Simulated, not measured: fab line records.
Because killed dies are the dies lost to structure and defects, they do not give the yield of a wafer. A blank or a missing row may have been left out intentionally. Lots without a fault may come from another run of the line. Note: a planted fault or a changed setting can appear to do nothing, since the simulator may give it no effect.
Comparing a struck lot with a sound one / flow nand_harc / 15 out of 1302 route steps
Sound: wafers L415.2, L415.3, L415.6. Wafers L410.2, L410.4, L410.6 were the ones struck. At the end, the cause is stated.
Order at every step that has rows: each side's tool, ch and its chambers, its first start. Under that, the readings that differ: sound wafers / struck wafers / difference of the means / sigmas: that difference in standard deviations of wafers without a fault.
alike: readings with means less than 2 such deviations apart, plus words and numbers identical on both sides. not compared: withheld readings, readings lacking a value on some wafer, bounds such as >300 that could conceal the same value, and numbers that have no deviation in the record and whose values overlap.
The two part at a step that has a row with sigmas, a row that says differs or no value, or rows on one side only. Numbers that have no deviation but don't overlap get no sigmas and don't part them. A reading missing from all wafers of one side parts the sides only when that side holds two or more wafers.

first, 7 steps without rows for these wafers: NHARC_P_STI_COAT_41 (time 65 s); NHARC_P_STI_COAT_03 (resist thk 600 nm); NHARC_P_STI_SOFTBAKE_04 (time 70 s); NHARC_P_STI_EBR_05; NHARC_P_STI_EXPOSE_06 (exposes mask P STI, target cd 200 nm); NHARC_P_STI_PEB_07 (peb time 80 s); NHARC_P_STI_DEVELOP_08 (time 50 s).
NHARC_P_STI_CD_MEAS_09: target cd 200 nm.
  sound on cd_sem-02 ch 0, day 8 12:02; struck on cd_sem-02 ch 0, day 6 15:14
  alike: cd_nm
NHARC_P_STI_OVL_MEAS_10:
  sound: overlay-02 at day 8 12:08; struck: overlay-02 at day 6 15:20
  alike: overlay_x_nm, overlay_y_nm
NHARC_P_STI_INSPECT_11:
  sound: defect_inspect-01 at day 8 12:11; struck: defect_inspect-01 at day 6 15:22
  alike: raw_defect_count
then, 1 step without rows for these wafers: NHARC_P_STI_HARDBAKE_13 (time 65 s).
NHARC_P_STI_DESCUM_14: chemistry O2, time 3 s.
  sound on rie_diel-11 ch 0,1, day 8 12:19; struck on rie_diel-01 ch 1,2,3, day 6 15:31
  alike: drypump_motor_current_A, o2_flow_sccm, oes_product_au, rf_vpp_V, showerhead_plenum_p_Torr, throttle_valve_pct
  not compared: rf_hours_counter_h
NHARC_P_STI_ETCH_42: etches the open film in N2/H2, target depth 80 nm, overetch 24 nm, time 61 s.
  sound on rie_diel-11 ch 1,2,3, day 8 12:24; struck on rie_diel-01 ch 0,2, day 6 15:35
  no value came back on the struck wafers for any of 7 readings (bias_w (W), chamber_pressure_mTorr (mTorr) and others); on the sound wafers bias_w (W) reads 150.6 150.0 150.3
  not compared: rf_hours_counter_h
NHARC_P_STI_ETCH_31: etches the open film in CF4/CHF3, target depth 108.9 nm, time 54.5 s.
  sound on rie_diel-11 ch 1,3; struck on rie_diel-01 ch 0,2, day 6 15:40
reading=cf4_flow_sccm (sccm); sound=99.32 99.70 99.67; struck=100.32 99.99 100.35; difference=+0.66; sigmas=+2
reading=rf_vpp_V (V); sound=375.5 373.6 376.3; struck=369.5 367.0 370.5; difference=-6.1; sigmas=-2
reading=showerhead_plenum_p_Torr (Torr); sound=1.68 1.68 1.68; struck=1.55 1.48 1.55; difference=-0.15; sigmas=-2
  alike: bias_w, drypump_motor_current_A, oes_product_au, throttle_valve_pct
  not compared: rf_hours_counter_h
-- jump in the record: it breaks off in module P_STI and resumes in module END (first step shown: number 1302 of the route), and 23 days separate the struck wafers' starts before and after --
NHARC_END_SORT_01:
  sound on prober-02 ch 0, day 30 15:43; struck on prober-02 ch 0, day 29 07:11
reading=hold; sound=- - -; struck=await_dispo/4.3h/scrap await_dispo/4.3h/scrap await_dispo/4.3h/scrap; difference=no value on the sound wafers; sigmas=
reading=killed_at_periphery; sound=3 6 3; struck=623 624 626; difference=+620; sigmas=+99 or more
reading=killed_dies; sound=45 46 33; struck=677 677 677; difference=+636; sigmas=+35
  alike: killed_at_array, killed_at_other, killed_open, killed_short

WHERE THEY PART
At NHARC_P_STI_ETCH_42 first; at NHARC_END_SORT_01 last (within this record only).

WHY: what had been put in by the simulator
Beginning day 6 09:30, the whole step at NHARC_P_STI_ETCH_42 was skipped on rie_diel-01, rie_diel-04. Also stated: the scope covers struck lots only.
